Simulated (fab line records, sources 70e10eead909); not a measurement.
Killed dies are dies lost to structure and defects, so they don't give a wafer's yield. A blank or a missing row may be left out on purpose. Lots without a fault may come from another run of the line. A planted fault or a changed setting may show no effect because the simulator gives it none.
fab line records | flow nand_harc
record lots=6 wafers=18 last_day=33
route steps=1302 shown A_CHANNEL_HOLE_D2@604 A_CHANNEL_FILL_D2@610 A_STAIRCASE@639 END@1302
lots that met no fault: from a run of the same line without faults
start_h: hours from the record's first day to the start of the lot's first wafer shown | wait_h: hours since the lot's step before | " the same as in the row above | L1.1+2: a row that stands for several wafers | - no value, or no start given | * or withheld: withheld | < > ~ a bound
route shown NAME@n: a module of which the file shows steps, and the number in the route of the first | usual: mean/standard deviation of fault-free wafers | same: alike in all rows | chamber/n: place in a boat | sites: the reading at each site | _std_site: their standard deviation | _edge_site: outer sites' mean less inner sites' | radius_mm: how far each site lies from the wafer's centre | mask NAME#n: copy n | behind: the tool/chamber that last shaped the wafer | hold: why the lot was held/for how many hours/how that ended | device: the transistor (n, p or np) that didn't switch | end of line: the same wafers' tests at the end of the route | a step without rows: its recipe alone | killed: dies lost to structure and defects at the first sort, not the wafer's yield | map: a wafer's dies, x killed, . not, _ none there
set.NAME: the setting as run; set.NAME@STEP: as run at that earlier step | model.NAME: the simulator's own value behind a step, which no gauge read
lots at some steps of the route; a table a step, a row a wafer
services: from which hour (start_h, from the record's first day; less than 0 if before it) a tool's chamber was out of use, for how many hours, and why
## steps
# step NHARC_A_CHANNEL_HOLE_D2_STRIP_28
# recipe o2_flow_sccm=500 ar_flow_sccm=0 bias_w=0 chemistry=O2
# step NHARC_A_CHANNEL_HOLE_D2_PRECLEAN_29
# recipe time_s=* temp_c=50 bath_age_min=0 chemistry=SC1
# step NHARC_A_CHANNEL_HOLE_D2_SRD_30
# step NHARC_A_CHANNEL_HOLE_D2_CD_MEAS_31
# usual cd_nm=90.6/1.6
# columns lot.wafer tool chamber start_h wait_h cd_nm
L945.1 cd_sem-03 - 321.44 - 91.5
L945.2 " - " " 92.5
L945.6 " - " " 94.5
L946.2 cd_sem-02 - 334.27 - 91.1
L946.4 " - " " 90.6
L946.6 " - " " 89.4
L947.2 cd_sem-03 - 344.61 - 91.7
L947.3 " - " " 89.1
L947.6 " - " " 90.3
L950.3 cd_sem-01 - 375.00 - 91.5
L950.5 " - " " 91.9
L950.6 " - " " 91.2
L962.3 cd_sem-01 - 492.22 - 92.0
L962.4 " - " " 90.8
L962.5 " - " " 89.5
L965.1 cd_sem-03 - 531.21 0.1 93.2
L965.2 " - " " 90.3
L965.5 " - " " 89.6
# step NHARC_A_CHANNEL_HOLE_D2_XSEM_32
# recipe landing_energy_ev=35000
# step NHARC_A_CHANNEL_HOLE_D2_INSPECT_40
# usual raw_defect_count=273/79
# columns lot.wafer tool chamber start_h wait_h raw_defect_count
L945.1 defect_inspect-01 - 321.62 - 146
L945.2 " - " " 173
L945.6 " - " " 138
L946.2 defect_inspect-02 - 334.46 - 354
L946.4 " - " " 476
L946.6 " - " " 379
L947.2 defect_inspect-01 - 344.80 - 217
L947.3 " - " " 181
L947.6 " - " " 220
L950.3 defect_inspect-02 - 375.18 - 173
L950.5 " - " " 176
L950.6 " - " " 237
L962.3 defect_inspect-01 - 492.40 - 322
L962.4 " - " " 245
L962.5 " - " " 197
L965.1 defect_inspect-01 - 531.39 - 314
L965.2 " - " " 233
L965.5 " - " " 212
# step NHARC_A_CHANNEL_FILL_D2_PRECLEAN_00
# recipe time_s=* temp_c=50 bath_age_min=0 chemistry=SC1
# step NHARC_A_CHANNEL_FILL_D2_SRD_01
# step NHARC_A_CHANNEL_FILL_D2_ALD_02
# recipe target_thk_a=60 pulse_time_s=10 ald_cycles=60 temp_c=300 material=SiO2
# step NHARC_A_CHANNEL_FILL_D2_ALD_03
# recipe target_thk_a=60 pulse_time_s=60 ald_cycles=58 temp_c=630 pressure_torr=2 material=SiNx
# step NHARC_A_CHANNEL_FILL_D2_ALD_14
# recipe target_thk_a=25 pulse_time_s=10 ald_cycles=25 temp_c=300 material=SiO2
# step NHARC_A_CHANNEL_FILL_D2_ALD_15
# recipe target_thk_a=20 pulse_time_s=60 ald_cycles=19 temp_c=630 pressure_torr=2 material=SiNx
# step NHARC_A_CHANNEL_FILL_D2_ALD_16
# recipe target_thk_a=15 pulse_time_s=10 ald_cycles=15 temp_c=300 material=SiO2
# usual heater_power_w=464/35 precursor_pulse_height_rel=1.002/0.017
# columns lot.wafer tool chamber start_h wait_h heater_power_w precursor_pulse_height_rel
L945.1 ald_hk-02 0 334.53 0.0 482 1.045
L945.2 " 3 " " 491 0.981
L945.6 " 0 " " 489 0.974
L946.4 ald_hk-01 0 346.93 0.1 452 0.985
L946.2 " 1 " " 490 0.972
L946.6 " 3 " " 491 0.998
L947.3 ald_hk-03 1 357.68 0.5 390 1.007
L947.2 " 3 " " 512 1.004
L947.6 " 2 " " 412 0.997
L950.3 ald_hk-02 0 387.69 0.1 474 0.988
L950.6 " 2 " " 478 0.985
L950.5 " 3 " " 463 0.959
L962.4 ald_hk-03 0 504.90 0.1 479 0.997
L962.3 " 2 " " 416 1.004
L962.5 " 3 " " 504 0.984
L965.1 ald_hk-03 2 543.74 0.0 412 1.006
L965.2 " 3 " " 514 1.000
L965.5 " 2 " " 425 0.992
# step NHARC_A_CHANNEL_FILL_D2_ANNEAL_17
# recipe temp_c=850 time_s=1800
# step NHARC_A_CHANNEL_FILL_D2_CVD_18
# recipe target_thk_a=30 temp_c=550 material=poly-Si
# step NHARC_A_CHANNEL_FILL_D2_ETCHBACK_19
# recipe target_depth_a=50 time_s=1.7 hbr_flow_sccm=150 cl2_flow_sccm=50 rf_w=400 icp_w=400 bias_w=100 chemistry=HBr/Cl2
# usual drypump_motor_current_A=5.9/0.33 oes_product_au=1.000/0.013 throttle_valve_pct=26.405/0.0097
# columns lot.wafer tool chamber start_h wait_h drypump_motor_current_A oes_product_au rf_hours_counter_h throttle_valve_pct
L945.1 rie_si-03 2 346.37 0.4 6.4 0.995 0.7 26.400
L945.2 " 1 " " 5.7 1.009 0.6 26.401
L945.6 " 2 " " 6.4 0.991 - 26.399
L946.2 rie_si-03 1 358.89 0.4 5.6 1.010 0.7 26.404
L946.4 " 2 " " 6.4 0.996 0.8 26.409
L946.6 " 0 " " 5.5 1.013 - 26.401
L947.3 rie_si-05 1 369.61 0.4 5.6 0.984 0.4 26.411
L947.2 " 3 " " 6.3 0.973 0.4 26.401
L947.6 " 0 " " 5.7 1.012 - 26.404
L950.3 rie_si-05 1 400.70 0.4 5.6 0.981 0.7 26.406
L950.5 " 2 " " 6.4 1.013 - 26.391
L950.6 " 3 " " 6.3 0.986 - 26.412
L962.3 rie_si-03 0 517.03 0.4 5.6 0.982 0.8 26.391
L962.4 " 2 " " 6.4 0.995 0.7 26.396
L962.5 " 0 " " 5.6 0.989 - 26.409
L965.1 rie_si-03 1 555.13 0.4 5.6 1.004 0.9 26.395
L965.2 " 2 " " 6.4 0.993 0.9 26.405
L965.5 " 0 " " 5.5 1.003 - 26.401
# step NHARC_A_CHANNEL_FILL_D2_ETCHBACK_20
# recipe target_depth_a=270 time_s=13.5 c4f8_flow_sccm=withheld o2_flow_sccm=8 ar_flow_sccm=withheld rf_w=600 bias_w=1500 chemistry=C4F8/O2/Ar
# step NHARC_A_CHANNEL_FILL_D2_STRIP_28
# recipe time_s=20 o2_flow_sccm=500 ar_flow_sccm=0 bias_w=0 chemistry=O2
# step NHARC_A_CHANNEL_FILL_D2_PRECLEAN_21
# recipe time_s=30 chemistry=dHF
# step NHARC_A_CHANNEL_FILL_D2_SRD_23
# step NHARC_A_CHANNEL_FILL_D2_CVD_05
# recipe target_thk_a=50 temp_c=550 material=poly-Si
# step NHARC_A_CHANNEL_FILL_D2_ANNEAL_22
# recipe temp_c=620 time_s=7200
# step NHARC_A_CHANNEL_FILL_D2_THK_MEAS_06
# recipe thk_meas_gauge=ellipsometry
# usual thk_nm=5.1/0.94
# columns lot.wafer tool chamber start_h wait_h thk_nm
L945.1 film_metro-01 - 359.27 0.4 6.6
L945.2 " - " " 6.2
L945.6 " - " " 6.4
L946.2 film_metro-01 - 370.77 0.4 4.6
L946.4 " - " " 5.9
L946.6 " - " " 5.2
L947.2 film_metro-01 - 381.57 0.4 4.9
L947.3 " - " " 5.4
L947.6 " - " " 4.2
L950.3 film_metro-01 - 412.49 0.4 5.8
L950.5 " - " " 3.7
L950.6 " - " " 6.8
L962.3 film_metro-01 - 529.75 0.4 4.7
L962.4 " - " " 4.9
L962.5 " - " " 7.3
L965.1 film_metro-01 - 566.56 0.4 5.8
L965.2 " - " " 4.1
L965.5 " - " " 5.0
# step NHARC_A_CHANNEL_FILL_D2_ALD_25
# recipe target_thk_a=600 pulse_time_s=10 ald_cycles=600 temp_c=300 material=SiOx
# step NHARC_A_CHANNEL_FILL_D2_ETCHBACK_08
# recipe target_depth_a=2200 time_s=110 c4f8_flow_sccm=20 ar_flow_sccm=withheld rf_w=600 bias_w=300 chemistry=C4F8
# usual oes_product_au=0.97/0.035 rf_vpp_V=441.7/2.6
# columns lot.wafer tool chamber start_h wait_h oes_product_au rf_hours_counter_h rf_vpp_V
L945.1 rie_diel-11 0 - - 1.01 3 444.9
L945.2 " 1 " " 0.99 3 439.3
L945.6 " 3 " " 0.99 - 441.0
L946.4 rie_diel-09 2 - - 1.00 1 438.5
L946.2 " 0 " " 0.99 1 437.4
L946.6 " 3 " " 1.00 - 444.9
L947.3 rie_diel-11 1 - - 0.93 3 441.2
L947.2 " 0 " " 0.93 3 445.2
L947.6 " 1 " " 0.93 - 440.2
L950.3 rie_diel-11 2 - - 0.94 3 442.3
L950.5 " 2 " " 0.94 - 442.9
L950.6 " 3 " " 0.91 - 442.6
L962.4 rie_diel-09 1 - - 0.97 1 442.1
L962.3 " 3 " " 0.97 1 443.3
L962.5 " 2 " " 0.96 - 438.1
L965.1 rie_diel-09 1 - - 0.99 2 443.0
L965.2 " 3 " " 0.99 2 445.5
L965.5 " 2 " " 0.98 - 437.9
# step NHARC_A_CHANNEL_FILL_D2_STRIP_29
# recipe time_s=20 o2_flow_sccm=500 ar_flow_sccm=0 bias_w=0 chemistry=O2
# usual drypump_motor_current_A=5.6/0.41 oes_product_au=1.000/0.012 rf_vpp_V=58.0/1 showerhead_plenum_p_Torr=3.58/0.14 throttle_valve_pct=17.037/0.01
# columns lot.wafer tool chamber start_h wait_h drypump_motor_current_A oes_product_au rf_hours_counter_h rf_vpp_V showerhead_plenum_p_Torr throttle_valve_pct
L945.2 rie_diel-11 3 - - 5.9 0.993 3 57.8 3.62 17.036
L945.1 " 1 " " 5.0 1.012 3 57.5 3.51 17.007
L945.6 " 3 " " 5.9 0.989 - 57.1 3.62 17.041
L946.4 rie_diel-09 0 - - 5.6 0.983 1 57.1 3.40 17.039
L946.2 " 1 " " 5.1 0.996 1 59.5 3.61 17.027
L946.6 " 0 " " 5.6 0.983 - 58.7 3.40 17.033
L947.2 rie_diel-11 0 - - 6.1 1.021 3 59.0 3.74 17.050
L947.3 " 2 " " 5.6 1.018 3 58.9 3.64 17.050
L947.6 " 1 " " 5.0 1.010 - 58.0 3.51 17.020
L950.3 rie_diel-11 0 - - 6.1 1.011 4 58.2 3.74 17.028
L950.5 " 3 " " 5.9 1.005 - 58.6 3.62 17.045
L950.6 " 0 " " 6.1 1.013 - 59.1 3.74 17.038
L962.3 rie_diel-09 2 - - 6.1 0.982 1 56.8 3.37 17.048
L962.4 " 3 " " 5.3 1.002 1 58.4 3.75 17.039
L962.5 " 3 " " 5.3 0.992 - 58.8 3.75 17.035
L965.1 rie_diel-09 3 - - 5.3 0.996 2 58.2 3.74 17.036
L965.2 " 1 " " 5.0 0.990 2 58.3 3.61 17.045
L965.5 " 3 " " 5.3 0.991 - 58.3 3.74 17.052
# step NHARC_A_CHANNEL_FILL_D2_PRECLEAN_30
# recipe time_s=30 chemistry=dHF
# step NHARC_A_CHANNEL_FILL_D2_SRD_31
# step NHARC_A_CHANNEL_FILL_D2_CVD_09
# recipe target_thk_a=1500 temp_c=620 pressure_mtorr=200 time_s=3000 material=poly-Si
# step NHARC_A_CHANNEL_FILL_D2_CMP_10
# recipe target_thk_nm=150
# usual motor_current_A=13.0/1.4 time_to_endpoint_s=15.0/2.7
# columns lot.wafer tool chamber start_h wait_h motor_current_A time_to_endpoint_s
L945.1 cmp-04 2 370.77 0.4 12.2 10.4
L945.2 " 1 " " 13.6 16.0
L945.6 " 3 " " 13.9 13.7
L946.4 cmp-04 0 382.32 0.4 15.2 16.8
L946.2 " 1 " " 13.1 12.4
L946.6 " 2 " " 13.3 13.0
L947.2 cmp-04 2 392.91 0.4 12.8 11.6
L947.3 " 0 " " 16.2 17.5
L947.6 " 2 " " 12.1 14.3
L950.3 cmp-04 3 424.00 0.4 14.1 16.8
L950.5 " 1 " " 14.1 15.1
L950.6 " 2 " " 12.8 11.6
L962.4 cmp-04 0 541.16 0.4 15.0 19.4
L962.3 " 3 " " 13.8 15.9
L962.5 " 0 " " 15.7 17.3
L965.2 cmp-04 1 578.62 0.4 13.3 14.7
L965.1 " 0 " " 15.0 18.1
L965.5 " 2 " " 13.2 12.0
# step NHARC_A_CHANNEL_FILL_D2_SRD_12
# step NHARC_A_CHANNEL_FILL_D2_RTA_24
# recipe temp_c=1000 time_s=5
# step NHARC_A_STAIRCASE_DEP_156
# recipe target_thk_a=500 temp_c=400 target_thk_nm=50 flow_sccm=200 rf_w=450 material=SiNx
# usual heater_power_w=751/83
# columns lot.wafer tool chamber start_h wait_h heater_power_w
L945.1 pecvd-01 0 371.45 0.1 722
L945.2 " 2 " " 898
L945.6 " 2 " " 909
L946.2 pecvd-01 2 383.02 0.1 756
L946.4 " 2 " " 751
L946.6 " 0 " " 762
L947.2 pecvd-01 2 393.60 0.1 792
L947.3 " 0 " " 783
L947.6 " 2 " " 789
L950.3 pecvd-03 0 424.73 0.1 702
L950.5 " 2 " " 588
L950.6 " 0 " " 733
L962.3 pecvd-01 0 541.88 0.1 767
L962.5 " 2 " " 813
L962.4 " 1 " " 735
L965.1 pecvd-03 0 579.33 0.1 720
L965.2 " 1 " " 623
L965.5 " 1 " " 625
# step NHARC_A_STAIRCASE_DEHYDRATE_158
# recipe temp_c=150 time_s=120
# step NHARC_A_STAIRCASE_HMDS_159
# recipe time_s=30
# step NHARC_A_STAIRCASE_COAT_160
# recipe spin_rpm=1200
# step NHARC_A_STAIRCASE_SOFTBAKE_161
# recipe temp_c=135 time_s=170
# step NHARC_A_STAIRCASE_EBR_162
# step NHARC_A_STAIRCASE_EXPOSE_163
# recipe na=0.5 dose_mj=20.01 mask_id=STAIR_OPEN
# step NHARC_END_SORT_01
# recipe temp_c=25
# usual killed_at_array=54/20 killed_at_other=0.7/0.94 killed_at_periphery=3.8/2.7 killed_dies=59/20 killed_open=3.5/1.9 killed_short=2.5/1.6
# same gross_dies=677
# columns lot.wafer tool chamber start_h wait_h killed_at_array killed_at_other killed_at_periphery killed_dies killed_open killed_short
L945.1 prober-02 0 590.91 2.5 17 0 5 22 3 2
L945.2 prober-02 0 591.71 2.8 20 1 1 22 0 2
L945.6 prober-02 0 594.92 4.0 25 0 1 26 3 1
L947.2 prober-02 0 599.50 2.8 81 0 5 86 3 4
L947.3 prober-02 0 600.30 3.1 63 0 13 76 4 3
L947.6 prober-02 0 602.68 4.0 58 0 2 60 2 1
L962.3 prober-01 0 763.75 3.1 24 0 1 25 3 0
L962.4 prober-01 0 764.55 3.4 27 0 1 28 2 6
L962.5 prober-01 0 765.36 3.7 116 0 3 119 4 2
L965.1 prober-01 0 794.01 2.5 81 3 3 87 3 2
L965.2 prober-01 0 794.82 2.8 175 3 6 184 4 3
L965.5 prober-01 0 797.24 3.7 65 3 3 71 6 3
# killed by level:class
L945.1 A_CHANNEL_HOLE_D2:chamber_film_flake=4 P_ZERO_WELL:chamber_film_flake=4 A_STAIRCASE:chamber_film_flake=3 A_CHANNEL_HOLE_D1:chamber_film_flake=2 A_CONTACT:chamber_film_flake=2 P_M1:geometric_particle:open=1 A_CHANNEL_FILL_D2:geometric_particle:open=1 A_CHANNEL_FILL_D2:geometric_particle:short=1
L945.2 A_CHANNEL_HOLE_D2:chamber_film_flake=8 A_STAIRCASE:chamber_film_flake=3 A_CHANNEL_HOLE_D1:chamber_film_flake=2 A_CONTACT:chamber_film_flake=2 A_M0:chamber_film_flake=2 P_M0:geometric_particle:short=1 A_CHANNEL_FILL_D1:geometric_particle:short=1 A_CHANNEL_FILL_D1:chamber_film_flake=1
L945.6 A_CHANNEL_HOLE_D2:chamber_film_flake=9 A_CHANNEL_HOLE_D1:chamber_film_flake=6 A_CONTACT:chamber_film_flake=3 A_SOURCE_PLATE:geometric_particle:short=1 A_CHANNEL_FILL_D2:geometric_particle:open=1 A_BLC:geometric_particle:open=1 A_M0:geometric_particle:open=1 P_ZERO_WELL:chamber_film_flake=1
L947.2 A_SLIT:chamber_film_flake=38 A_CHANNEL_HOLE_D1:chamber_film_flake=31 A_CHANNEL_HOLE_D2:chamber_film_flake=5 A_CONTACT:chamber_film_flake=3 P_STI:geometric_particle:open=1 P_STI:geometric_particle:short=1 P_GATE:geometric_particle:short=1 P_GATE:geometric_particle:open=1
L947.3 A_SLIT:chamber_film_flake=29 A_CHANNEL_HOLE_D1:chamber_film_flake=17 A_CONTACT:chamber_film_flake=9 P_M1:chamber_film_flake=8 A_CHANNEL_HOLE_D2:chamber_film_flake=3 A_STAIRCASE:chamber_film_flake=2 P_GATE:geometric_particle:open=1 P_CONTACT:geometric_particle:short=1
L947.6 A_SLIT:chamber_film_flake=26 A_CHANNEL_HOLE_D1:chamber_film_flake=16 A_CHANNEL_HOLE_D2:chamber_film_flake=9 A_CONTACT:chamber_film_flake=3 A_STAIRCASE:chamber_film_flake=2 P_CONTACT:geometric_particle:open=1 A_SOURCE_PLATE:geometric_particle:open=1 A_CHANNEL_FILL_D2:geometric_particle:short=1
L962.3 A_CHANNEL_HOLE_D1:chamber_film_flake=8 A_SGD_CUT:chamber_film_flake=3 A_SLIT:chamber_film_flake=3 A_DECK1_JOINT:chamber_film_flake=2 A_STAIRCASE:chamber_film_flake=2 A_CONTACT:chamber_film_flake=2 P_STI:geometric_particle:open=1 A_CHANNEL_HOLE_D1:geometric_particle:open=1
L962.4 A_CHANNEL_HOLE_D1:chamber_film_flake=12 A_CONTACT:chamber_film_flake=3 A_STAIRCASE:chamber_film_flake=2 A_SLIT:chamber_film_flake=2 P_CONTACT:geometric_particle:short=1 A_CHANNEL_HOLE_D1:geometric_particle:short=1 A_CHANNEL_HOLE_D1:geometric_particle:open=1 A_CHANNEL_FILL_D2:geometric_particle:short=1
L962.5 A_CHANNEL_FILL_D2:unspecified=91 A_CHANNEL_HOLE_D1:chamber_film_flake=14 A_SLIT:chamber_film_flake=4 P_M0:geometric_particle:open=2 A_CHANNEL_HOLE_D1:geometric_particle:short=1 A_CHANNEL_FILL_D1:geometric_particle:short=1 A_CHANNEL_HOLE_D2:geometric_particle:open=1 A_CONTACT:chamber_film_flake=1
L965.1 A_SLIT:chamber_film_flake=33 A_CHANNEL_HOLE_D2:chamber_film_flake=31 A_WL_FILL:chamber_film_flake=4 A_STAIRCASE:chamber_film_flake=3 THIN_TSV:chamber_film_flake=3 A_CHANNEL_HOLE_D2:geometric_particle:short=2 P_M1:chamber_film_flake=2 A_CONTACT:chamber_film_flake=2
L965.2 A_CHANNEL_FILL_D2:unspecified=87 A_SLIT:chamber_film_flake=37 A_CHANNEL_HOLE_D2:chamber_film_flake=37 A_STAIRCASE:chamber_film_flake=5 THIN_TSV:chamber_film_flake=3 A_CHANNEL_HOLE_D1:geometric_particle:open=2 P_ZERO_WELL:chamber_film_flake=2 P_GATE:chamber_film_flake=2
L965.5 A_SLIT:chamber_film_flake=27 A_CHANNEL_HOLE_D2:chamber_film_flake=15 A_STAIRCASE:chamber_film_flake=5 A_WL_FILL:chamber_film_flake=3 THIN_TSV:chamber_film_flake=3 A_ONON_D1:geometric_particle:open=2 A_ONON_D1:geometric_particle:short=2 A_DECK1_JOINT:chamber_film_flake=2
# map L962.5 (x killed, . not)
____________.____________
_________......._________
_______..........._______
______.............______
_____..............._____
____............x....____
____.................____
___....x.....xx..x....___
___..........xxx......___
__.............x.x.....__
__...........xx.xx.....__
_...............x......._
_...x..................._
_......................._
_.............x........._
_......................._
.......x................x
.........x...............
.........................
.........................
.........................
_..x..........xx........_
_..........x..xx.x......_
_.x.........xxxxxxx....._
_.x.........xxxxxxx....._
_..........xxxxxxxxx...._
__..........xxxxxxx....__
__........xxxxxxxxxx...__
___.......xxxxxxxxxx..___
___........xxxxxxxxx..___
____.....x.xxxxxxxxx.____
____........xxxxxxx.x____
_____........xxxxxx._____
______........xx.xx______
_______.....x...xx_______
_________......._________
____________.____________
# map L965.2 (x killed, . not)
____________.____________
_________......._________
_______.......x..._______
______.............______
_____.......x.xx...._____
____..........xx.x...____
____........xxxxx....____
___...x.......xxxx....___
___...........xxxx....___
__...x......xxxxxx.....__
__.....x......xxx......__
_x...x.x.......xx..x...._
_...xxxxx....xx..x......_
_..x.xx.xx...xx........._
_....xxxxx.............._
_..xxxx.xx...x.......x.._
....xxxxx................
x.x.xx..xx...............
...xx.xxx................
.......x.....x...........
.........................
_..x.........xxxx......._
_...........x...xxx....._
_...........xxxxxxx....._
_...........xxxxxx.x...._
_x.......xx.xxxxxxxxx..._
__..........xxxxxxx..x.__
__..x.....x.xxxxxxx.x..__
___x......xxxxxxxxxx..___
___........xxxxxxxxx..___
____.......x.xxxxxx..____
____........xxxxxx.x.____
_____......x.xxxxx.._____
______.......xxxx..______
_______.x.x......._______
_________....x.._________
____________.____________
## services
# columns tool chamber start_h hours kind
pecvd-01 - 311.31 13.0 pm
cmp-04 - 317.53 0.7 repair
rie_diel-09 - 320.25 9.0 pm
rie_si-03 0 344.48 1.3 repair
ald_hk-02 - 349.53 10.0 pm
rie_diel-11 2 351.18 5.2 repair
pecvd-03 - 366.00 13.0 pm
ald_hk-03 - 393.75 10.0 pm
rie_si-03 - 398.00 9.0 pm
cmp-04 - 405.00 4.0 pm
cmp-04 - 425.72 0.6 repair
rie_diel-11 - 432.50 9.0 pm
rie_diel-09 0 439.23 26.7 repair
rie_diel-11 2 453.85 2.9 repair
cmp-04 - 487.46 0.9 repair
pecvd-01 - 492.31 13.0 pm
rie_diel-09 - 497.25 9.0 pm
cmp-04 - 503.00 4.0 pm
ald_hk-03 - 505.79 0.3 repair
rie_diel-11 2 528.69 8.4 repair
rie_diel-11 1 556.99 2.8 repair
cmp-04 - 568.43 4.3 repair
ald_hk-03 - 571.75 10.0 pm
rie_si-03 - 575.00 9.0 pm
## key
first_sign step=NHARC_END_SORT_01 reading=killed_dies direction=up sigmas=4.6 usual=59 struck=152
effect step=NHARC_END_SORT_01 reading=killed_at_array direction=up sigmas=4.6 usual=54 struck=146
more_kills_born_at NHARC_A_CHANNEL_FILL_D2_ALD_16@ald_hk-03=178
met_at NHARC_A_CHANNEL_FILL_D2_ALD_16
struck_wafers L962.5,L965.2
tester_left_out L962,L965
onset_between 357.68 504.90
fault kind=chamber_particle_source tool=ald_hk-03 chamber=3 onset_h=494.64 steps=NHARC_A_CHANNEL_FILL_D2_ALD_16 rate_per_visit_cm2=0.91319 end_h=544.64
# tester_left_out: of these lots the tester's yield and bins aren't shown, on N5 and GAA mostly nor the transistor test; their killed dies are dies lost to structure and defects alone, not to doping, threshold or leakage, so they don't give the yield
